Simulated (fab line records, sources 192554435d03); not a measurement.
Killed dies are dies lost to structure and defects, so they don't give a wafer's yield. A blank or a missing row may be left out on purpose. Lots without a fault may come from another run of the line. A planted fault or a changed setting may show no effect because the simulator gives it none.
Chamber matching | flow n5_finfet | N5_BEOL_M3_VIA_ETCH_34 on rie_diel-02: 4 sister chambers
The step etches the open film in C4F6/O2, target depth 69.4 nm, time 65.9 s. 22 wafers are shown with their chamber, then 11 later ones without.

WAFERS WITH THEIR CHAMBER
wafer  | chamber | throttle_valve_pct (%) | rf_vpp_V (V) | oes_product_au (a.u.)
L074.1 | 3       | 30.7                   | 670          | 0.68
L074.3 | 1       | 30.3                   | 676          | 0.83
L074.4 | 0       | 30.5                   | 673          | 0.71
L077.3 | 2       | 30.9                   | 655          | 0.70
L077.5 | 0       | 30.5                   | 674          | 0.71
L077.6 | 1       | 30.3                   | 674          | 0.84
L081.1 | 3       | 30.7                   | 669          | 0.68
L081.2 | 2       | 30.9                   | 656          | 0.68
L081.6 | 0       | 30.5                   | 672          | 0.69
L084.1 | 1       | 30.3                   | 674          | 0.80
L084.2 | 0       | 30.5                   | 672          | 0.68
L084.5 | 1       | 30.3                   | 674          | 0.80
L090.2 | 1       | 30.4                   | 674          | 0.79
L090.3 | 2       | 30.8                   | 666          | 0.93
L090.5 | 1       | 30.3                   | 674          | 0.78
L089.1 | 1       | 30.4                   | 673          | 0.79
L089.3 | 2       | 30.8                   | 667          | 0.92
L089.6 | 2       | 30.8                   | 666          | 0.91
L091.3 | 1       | 30.3                   | 673          | 0.79
L091.4 | 2       | 30.8                   | 666          | 0.92
L091.6 | 3       | 30.7                   | 669          | 0.66
L092.2 | 1       | 30.3                   | 674          | 0.79

SIGNATURES (means of the wafers above)
reading            | chamber 0 | chamber 1 | chamber 2 | chamber 3 | scatter within a chamber
throttle_valve_pct | 30.500    | 30.322    | 30.833    | 30.700    | 0.0401
rf_vpp_V           | 672.75    | 674.00    | 662.67    | 669.33    | 3.03
oes_product_au     | 0.6975    | 0.8011    | 0.8433    | 0.6733    | 0.0646
Rule: a wafer's distance from a chamber is the root of the sum, over the readings, of the square of ((its reading less the chamber's mean) divided by the reading's scatter). The wafer belongs to the nearest chamber; if the next one is less than 2 further off, it can't be placed. The scatter: the root of (the sum of the squares of (reading less its chamber's mean) over the shown wafers, divided by (wafers less chambers)).

WAFERS WITHOUT THEIR CHAMBER
wafer  | throttle_valve_pct (%) | rf_vpp_V (V) | oes_product_au (a.u.)
L092.3 | 30.7                   | 669          | 0.67
L092.5 | 30.7                   | 669          | 0.67
L094.2 | 30.7                   | 670          | 0.66
L094.4 | 30.7                   | 668          | 0.66
L094.5 | 30.8                   | 666          | 0.88
L095.1 | 30.8                   | 667          | 0.89
L095.2 | 30.7                   | 672          | 0.96
L095.3 | 30.8                   | 667          | 0.88
L097.1 | 30.7                   | 671          | 0.96
L097.3 | 30.8                   | 665          | 0.88
L097.4 | 30.7                   | 674          | 0.96

WHICH CHAMBER EACH WENT THROUGH
wafer  | from the rows above          | in truth
L092.3 | 3                            | 3
L092.5 | 3                            | 3
L094.2 | 3                            | 3
L094.4 | 3                            | 3
L094.5 | 2                            | 2
L095.1 | 2                            | 2
L095.2 | can't be placed: 3 or 2 or 0 | 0
L095.3 | 2                            | 2
L097.1 | can't be placed: 3 or 2 or 0 | 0
L097.3 | 2                            | 2
L097.4 | can't be placed: 3 or 2 or 0 | 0
Placed correctly: 8 of 11. Can't be placed from these rows: 3 (the true chamber is among the candidates in 3). Placed wrongly: 0.
